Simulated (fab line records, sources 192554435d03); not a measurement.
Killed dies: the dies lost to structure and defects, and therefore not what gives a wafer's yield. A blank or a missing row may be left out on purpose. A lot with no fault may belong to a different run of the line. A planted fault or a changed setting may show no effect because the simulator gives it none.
Which tool did it? + flow n5_finfet + 24 lots with 72 wafers sampled at 4 steps, on a route of 1938 steps

WHAT THE GAUGES READ, wafer by wafer
N5_BEOL_M14_CD_MEAS_10: the cd target is 250 nm.
| lot  | measured     | on        | cd_nm (nm)        |
|------|--------------|-----------|-------------------|
| L074 | day 10 21:25 | cd_sem-01 | 249.6 251.1 247.8 |
| L075 | day 11 00:50 | cd_sem-02 | 245.9 250.1 249.8 |
| L077 | day 11 11:55 | cd_sem-01 | 248.6 252.4 248.8 |
| L076 | day 11 13:38 | cd_sem-01 | 249.5 248.5 251.1 |
| L078 | day 11 16:34 | cd_sem-03 | 247.9 249.8 249.2 |
| L079 | day 12 05:59 | cd_sem-02 | 249.6 252.0 248.6 |
| L080 | day 12 06:25 | cd_sem-01 | 249.7 250.7 249.9 |
| L082 | day 12 20:56 | cd_sem-03 | 250.0 249.1 249.6 |
| L083 | day 12 21:27 | cd_sem-01 | 247.6 250.0 249.9 |
| L081 | day 13 00:23 | cd_sem-02 | 252.9 250.1 248.2 |
| L084 | day 13 10:43 | cd_sem-01 | 249.0 247.4 246.8 |
| L086 | day 13 13:44 | cd_sem-02 | 248.2 247.6 250.2 |
| L085 | day 14 02:30 | cd_sem-01 | 252.7 252.9 250.0 |
| L087 | day 14 02:47 | cd_sem-02 | 250.8 247.3 246.2 |
| L088 | day 14 05:59 | cd_sem-02 | 248.8 252.7 250.2 |
| L089 | day 14 06:46 | cd_sem-02 | 252.1 250.9 252.3 |
| L090 | day 15 01:28 | cd_sem-02 | 250.0 246.7 245.4 |
| L091 | day 15 05:38 | cd_sem-03 | 249.2 251.8 250.2 |
| L092 | day 15 14:56 | cd_sem-02 | 250.6 249.7 250.6 |
| L093 | day 15 18:41 | cd_sem-03 | 247.4 247.9 249.7 |
| L094 | day 16 00:59 | cd_sem-03 | 250.8 253.6 252.3 |
| L095 | day 16 02:10 | cd_sem-01 | 249.0 248.6 252.6 |
| L097 | day 16 18:04 | cd_sem-01 | 249.8 246.8 247.3 |
| L096 | day 16 21:53 | cd_sem-02 | 248.2 249.3 249.3 |

N5_BEOL_M14_THK_MEAS_50: measures by xrf.
| lot  | measured     | on            | M14_THK (nm) |
|------|--------------|---------------|--------------|
| L074 | day 11 02:47 | film_metro-02 | 579 590 543  |
| L075 | day 11 04:48 | film_metro-02 | 564 557 564  |
| L077 | day 11 15:01 | film_metro-02 | 584 576 562  |
| L076 | day 11 22:58 | film_metro-02 | 577 593 567  |
| L078 | day 11 23:14 | film_metro-02 | 578 571 558  |
| L079 | day 12 11:18 | film_metro-02 | 581 564 570  |
| L080 | day 12 14:16 | film_metro-01 | 571 555 570  |
| L082 | day 13 04:07 | film_metro-02 | 561 580 589  |
| L083 | day 13 04:14 | film_metro-01 | 562 563 565  |
| L081 | day 13 04:48 | film_metro-01 | 544 558 560  |
| L084 | day 13 15:49 | film_metro-01 | 571 545 560  |
| L086 | day 13 17:44 | film_metro-01 | 580 561 569  |
| L085 | day 14 06:34 | film_metro-02 | 566 570 565  |
| L087 | day 14 06:50 | film_metro-02 | 562 570 549  |
| L088 | day 14 09:13 | film_metro-02 | 573 571 575  |
| L089 | day 14 10:43 | film_metro-02 | 565 555 569  |
| L090 | day 15 07:48 | film_metro-01 | 567 550 567  |
| L091 | day 15 10:25 | film_metro-01 | 545 548 540  |
| L092 | day 15 18:53 | film_metro-02 | 564 572 552  |
| L093 | day 15 22:17 | film_metro-01 | 561 546 566  |
| L094 | day 16 04:30 | film_metro-01 | 561 556 577  |
| L095 | day 16 07:19 | film_metro-02 | 576 570 565  |
| L097 | day 17 01:54 | film_metro-01 | 553 562 562  |
| L096 | day 17 01:49 | film_metro-02 | 572 586 567  |

N5_BEOL_M15_THK_MEAS_01.
| lot  | measured     | on            | M15_ILD_THK (nm) |
|------|--------------|---------------|------------------|
| L074 | day 11 03:14 | film_metro-02 | 1624 1585 1612   |
| L075 | day 11 05:14 | film_metro-02 | 1614 1642 1619   |
| L077 | day 11 15:28 | film_metro-02 | 1613 1640 1632   |
| L076 | day 11 23:24 | film_metro-02 | 1614 1636 1634   |
| L078 | day 11 23:48 | film_metro-02 | 1615 1656 1652   |
| L079 | day 12 11:44 | film_metro-02 | 1616 1623 1638   |
| L080 | day 12 14:46 | film_metro-01 | 1637 1619 1651   |
| L082 | day 13 04:33 | film_metro-01 | 1605 1587 1623   |
| L083 | day 13 04:41 | film_metro-02 | 1554 1617 1614   |
| L081 | day 13 05:15 | film_metro-02 | 1622 1628 1649   |
| L084 | day 13 16:15 | film_metro-02 | 1622 1641 1640   |
| L086 | day 13 18:11 | film_metro-01 | 1632 1619 1621   |
| L085 | day 14 07:00 | film_metro-01 | 1645 1673 1684   |
| L087 | day 14 07:16 | film_metro-01 | 1656 1649 1664   |
| L088 | day 14 09:40 | film_metro-02 | 1620 1671 1622   |
| L089 | day 14 11:09 | film_metro-02 | 1638 1647 1639   |
| L090 | day 15 08:14 | film_metro-01 | 1629 1632 1620   |
| L091 | day 15 10:52 | film_metro-02 | 1640 1650 1632   |
| L092 | day 15 19:26 | film_metro-02 | 1609 1620 1636   |
| L093 | day 15 22:44 | film_metro-02 | 1617 1606 1674   |
| L094 | day 16 05:11 | film_metro-01 | 1665 1635 1625   |
| L095 | day 16 07:46 | film_metro-02 | 1628 1615 1668   |
| L097 | day 17 02:20 | film_metro-01 | 1609 1664 1640   |
| L096 | day 17 02:16 | film_metro-01 | 1632 1624 1614   |

WHICH TOOL RAN EACH LOT (tool, then ch and the chambers of the sampled wafers, then the start)
| lot  | N5_BEOL_M14_ETCH_59                |
|------|------------------------------------|
| L074 | rie_diel-01 ch 0,1,2, day 10 21:32 |
| L075 | rie_diel-04 ch 0,1, day 11 00:58   |
| L077 | rie_diel-04 ch 0,1,2, day 11 12:04 |
| L076 | rie_diel-01 ch 0,1,2, day 11 13:45 |
| L078 | rie_diel-02 ch 0,3, day 11 16:41   |
| L079 | rie_diel-02 ch 0,1,2, day 12 06:06 |
| L080 | rie_diel-01 ch 0,1,2, day 12 06:32 |
| L082 | rie_diel-01 ch 0,1,2, day 12 21:03 |
| L083 | rie_diel-01 ch 1,2, day 12 21:35   |
| L081 | rie_diel-04 ch 0,2, day 13 00:31   |
| L084 | rie_diel-02 ch 0,1,3, day 13 10:50 |
| L086 | rie_diel-04 ch 0,2,3, day 13 13:52 |
| L085 | rie_diel-04 ch 1,2,3, day 14 02:40 |
| L087 | rie_diel-01 ch 2,3, day 14 02:57   |
| L088 | rie_diel-04 ch 0,2,3, day 14 06:07 |
| L089 | rie_diel-04 ch 0,2,3, day 14 06:53 |
| L090 | rie_diel-04 ch 0,1,3, day 15 01:41 |
| L091 | rie_diel-02 ch 1,2, day 15 05:55   |
| L092 | rie_diel-02 ch 0,1,2, day 15 15:04 |
| L093 | rie_diel-02 ch 0,2,3, day 15 18:49 |
| L094 | rie_diel-01 ch 0,1,2, day 16 01:06 |
| L095 | rie_diel-02 ch 1,2,3, day 16 02:20 |
| L097 | rie_diel-02 ch 2,3, day 16 18:11   |
| L096 | rie_diel-01 ch 1,2,3, day 16 22:00 |
- N5_BEOL_M14_ETCH_59: etches BARC in N2/H2, target depth 89 nm, overetch 26.7 nm, time 67.9 s.

AS READ BY THE TOOLS THEMSELVES (means over the sampled wafers that have a number; for cases with no such wafer, the mark the record gives instead)
N5_BEOL_M14_ETCH_59.
| lot  | tool        | drypump_motor_current_A (A) | h2_flow_sccm (sccm) | oes_product_au (a.u.) | rf_vpp_V (V) | showerhead_plenum_p_Torr (Torr) | throttle_valve_pct (%) |
|------|-------------|-----------------------------|---------------------|-----------------------|--------------|---------------------------------|------------------------|
| L074 | rie_diel-01 | 6.0                         | 200.2               | 0.72                  | 524.3        | 2.52                            | 17.85                  |
| L075 | rie_diel-04 | 6.4                         | 199.7               | 0.71                  | 522.9        | 2.50                            | 17.71                  |
| L077 | rie_diel-04 | 6.0                         | 200.4               | 0.75                  | 524.0        | 2.55                            | 17.71                  |
| L076 | rie_diel-01 | 6.1                         | 199.9               | 0.71                  | 523.5        | 2.52                            | 17.86                  |
| L078 | rie_diel-02 | 5.8                         | 199.7               | 0.61                  | 524.3        | 2.56                            | 18.12                  |
| L079 | rie_diel-02 | 6.1                         | 200.0               | 0.66                  | 524.3        | 2.55                            | 17.94                  |
| L080 | rie_diel-01 | 6.1                         | 199.9               | 0.70                  | 522.9        | 2.52                            | 17.87                  |
| L082 | rie_diel-01 | 6.0                         | 200.1               | 0.70                  | 523.3        | 2.52                            | 17.87                  |
| L083 | rie_diel-01 | 6.0                         | 200.0               | 0.75                  | 524.8        | 2.59                            | 17.75                  |
| L081 | rie_diel-04 | 5.6                         | 199.3               | 0.77                  | 525.3        | 2.59                            | 17.73                  |
| L084 | rie_diel-02 | 5.9                         | 200.3               | 0.71                  | 524.1        | 2.56                            | 17.89                  |
| L086 | rie_diel-04 | 5.5                         | 199.8               | 0.76                  | 524.1        | 2.56                            | 17.83                  |
| L085 | rie_diel-04 | 5.7                         | 199.7               | 0.74                  | 523.2        | 2.52                            | 17.98                  |
| L087 | rie_diel-01 | 5.9                         | 200.1               | 0.68                  | 524.5        | 2.56                            | 18.10                  |
| L088 | rie_diel-04 | 5.5                         | 199.9               | 0.75                  | 524.4        | 2.56                            | 17.83                  |
| L089 | rie_diel-04 | 5.5                         | 199.7               | 0.75                  | 524.7        | 2.56                            | 17.84                  |
| L090 | rie_diel-04 | 5.9                         | 199.7               | 0.71                  | 523.1        | 2.51                            | 17.86                  |
| L091 | rie_diel-02 | 6.1                         | 199.8               | 0.65                  | 525.1        | 2.55                            | 17.80                  |
| L092 | rie_diel-02 | 6.1                         | 200.2               | 0.64                  | 524.0        | 2.54                            | 18.00                  |
| L093 | rie_diel-02 | 5.8                         | 199.6               | 0.68                  | 524.0        | 2.55                            | 17.84                  |
| L094 | rie_diel-01 | 6.1                         | 200.1               | 0.74                  | 525.8        | 2.61                            | 17.78                  |
| L095 | rie_diel-02 | 6.0                         | 199.9               | 0.69                  | 524.4        | 2.56                            | 17.73                  |
| L097 | rie_diel-02 | 5.9                         | 199.5               | 0.68                  | 524.5        | 2.55                            | 17.65                  |
| L096 | rie_diel-01 | 6.0                         | 199.5               | 0.68                  | 525.3        | 2.56                            | 17.98                  |

THE ANSWER, worked out from the rows above alone
Rule: what is usual is taken from the lots themselves. The widest of any qualifying gaps counts: lots, ordered by their means at a reading, are off when they make up no more than a third of the lots, leave a main group of 4 or more, and stand apart from it by 3 or more times the standard deviation of that group's means. The tables above print the reading to a certain number of digits; a main group whose means all agree to those digits is not used. A lot without any number at a reading at which 4 lots or more have one is off too. The other lots that the step has rows for count as sound. After the gauges, taken in route order, come the tools' own readings; for these a lot's mean is taken, as printed above. At the first step where some lot is off, the reading lying furthest off is the one used; lots without a number count as furthest.
None of the lots is off at any reading shown; this tells nothing.

WHAT WAS PUT IN BY THE SIMULATOR
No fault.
